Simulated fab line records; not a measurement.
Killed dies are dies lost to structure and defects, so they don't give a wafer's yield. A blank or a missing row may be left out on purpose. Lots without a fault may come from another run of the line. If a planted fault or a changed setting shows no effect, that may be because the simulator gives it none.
Chamber matching + flow n5-finfet + N5_BEOL_M15_ETCH_59 on rie-diel-04 has 4 sister chambers
The step etches BARC in N2/H2, target depth 89 nm, overetch 26.7 nm, time 67.9 s. 16 wafers are shown with their chamber, then 8 later ones without.

WAFERS WITH THEIR CHAMBER
| wafer  | chamber | drypump-motor-current-A (A) | showerhead-plenum-p-Torr (Torr) | throttle-valve-pct (%) |
|--------|---------|-----------------------------|---------------------------------|------------------------|
| L079.1 | 3       | 6.6                         | 2.42                            | 18.24                  |
| L079.3 | 0       | 5.7                         | 2.61                            | 18.12                  |
| L079.6 | 1       | 6.5                         | 2.54                            | 17.89                  |
| L086.1 | 3       | 6.6                         | 2.41                            | 18.27                  |
| L086.3 | 1       | 6.5                         | 2.53                            | 17.91                  |
| L086.5 | 3       | 6.6                         | 2.41                            | 18.26                  |
| L085.2 | 2       | 5.7                         | 2.60                            | 18.17                  |
| L085.5 | 3       | 6.6                         | 2.41                            | 18.25                  |
| L085.6 | 0       | 5.7                         | 2.60                            | 18.12                  |
| L090.2 | 1       | 6.5                         | 2.53                            | 17.92                  |
| L090.3 | 3       | 6.6                         | 2.41                            | 18.27                  |
| L090.5 | 3       | 6.6                         | 2.41                            | 18.29                  |
| L091.2 | 0       | 5.8                         | 2.60                            | 18.15                  |
| L091.3 | 3       | 6.6                         | 2.41                            | 18.27                  |
| L091.6 | 3       | 6.6                         | 2.41                            | 18.28                  |
| L089.1 | 0       | 5.7                         | 2.60                            | 18.16                  |

SIGNATURES, as means of the wafers listed above
| reading                  | chamber 0 | chamber 1 | chamber 2 | chamber 3 | scatter within a chamber |
|--------------------------|-----------|-----------|-----------|-----------|--------------------------|
| drypump-motor-current-A  | 5.725     | 6.500     | 5.700     | 6.600     | 0.025                    |
| showerhead-plenum-p-Torr | 2.6025    | 2.5333    | 2.6000    | 2.4112    | 0.00437                  |
| throttle-valve-pct       | 18.1375   | 17.9067   | 18.1700   | 18.2662   | 0.0171                   |
Rule: a wafer lies at a distance from a chamber equal to the root of the sum of squares, over the readings, of (its reading less the chamber's mean, divided by the reading's scatter). The wafer belongs to the nearest chamber; if the next one is less than 2 further off, it can't be placed. The scatter: take each reading less its chamber's mean, square it, sum over the shown wafers, divide by the number of wafers less the number of chambers, and take the root.

WAFERS WITH NO CHAMBER GIVEN
| wafer  | drypump-motor-current-A (A) | showerhead-plenum-p-Torr (Torr) | throttle-valve-pct (%) |
|--------|-----------------------------|---------------------------------|------------------------|
| L089.4 | 6.6                         | 2.41                            | 18.29                  |
| L089.5 | 5.7                         | 2.59                            | 18.18                  |
| L095.2 | 5.8                         | 2.59                            | 18.18                  |
| L095.3 | 5.7                         | 2.59                            | 18.20                  |
| L095.4 | 5.7                         | 2.59                            | 18.20                  |
| L097.3 | 6.6                         | 2.72                            | 17.86                  |
| L097.5 | 5.7                         | 2.59                            | 18.16                  |
| L097.6 | 6.5                         | 2.52                            | 17.95                  |

THE CHAMBER EACH PASSED THROUGH
| wafer  | from the rows above     | in truth                   |
|--------|-------------------------|----------------------------|
| L089.4 | 3                       | 3                          |
| L089.5 | can't be placed: 2 or 0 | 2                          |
| L095.2 | can't be placed: 2 or 0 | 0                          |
| L095.3 | can't be placed: 2 or 0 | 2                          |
| L095.4 | can't be placed: 2 or 0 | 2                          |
| L097.3 | 1                       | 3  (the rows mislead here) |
| L097.5 | can't be placed: 2 or 0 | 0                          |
| L097.6 | 1                       | 1                          |
Placed correctly: 2 of 8. Not placeable from these rows: 5 (in 5, the candidates include the true chamber). Placed wrongly: 1.
